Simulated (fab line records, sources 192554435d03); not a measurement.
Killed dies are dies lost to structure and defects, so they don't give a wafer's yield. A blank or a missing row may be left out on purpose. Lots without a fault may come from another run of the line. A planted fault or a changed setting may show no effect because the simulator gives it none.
Chamber matching | flow n5_finfet | N5_BEOL_M10_VIA_ETCH_34 on rie_diel-05: 4 sister chambers
The step etches SiCOH lowk in C4F6/O2, target depth 184.5 nm, time 69.2 s. 7 wafers are shown with their chamber, then 9 later ones without.

WAFERS WITH THEIR CHAMBER
wafer  | chamber | showerhead_plenum_p_Torr (Torr) | drypump_motor_current_A (A)
L088.1 | 0       | 2.77                            | 5.3
L087.6 | 2       | 2.93                            | 5.7
L090.1 | 3       | 2.79                            | 6.1
L090.5 | 1       | 2.87                            | 6.1
L091.1 | 1       | 2.87                            | 6.1
L091.2 | 2       | 2.92                            | 5.7
L091.4 | 0       | 2.77                            | 5.4

WAFERS WITHOUT THEIR CHAMBER
wafer  | showerhead_plenum_p_Torr (Torr) | drypump_motor_current_A (A)
L093.1 | 2.78                            | 6.2
L093.5 | 2.87                            | 6.1
L093.6 | 2.77                            | 5.3
L094.2 | 2.87                            | 6.1
L094.3 | 2.92                            | 5.7
L094.5 | 2.77                            | 5.3
L097.2 | 2.92                            | 5.7
L097.4 | 2.77                            | 5.4
L097.5 | 2.92                            | 5.7

WHICH CHAMBER EACH WENT THROUGH
wafer  | from the rows above | in truth
L093.1 | 3                   | 3
L093.5 | 1                   | 1
L093.6 | 0                   | 0
L094.2 | 1                   | 1
L094.3 | 2                   | 2
L094.5 | 0                   | 0
L097.2 | 2                   | 2
L097.4 | 0                   | 0
L097.5 | 2                   | 2
Placed correctly: 9 of 9. Can't be placed from these rows: 0. Placed wrongly: 0.
How it was worked out, from the rows above alone: a wafer's distance from a chamber is the root of the sum, over the readings, of the square of ((its reading less the chamber's mean) divided by the reading's scatter). The wafer belongs to the nearest chamber; if the next one is less than 2 further off, it can't be placed. A chamber's mean is the mean of its shown wafers. The scatter: the root of (the sum of the squares of (reading less its chamber's mean) over the shown wafers, divided by (wafers less chambers)).
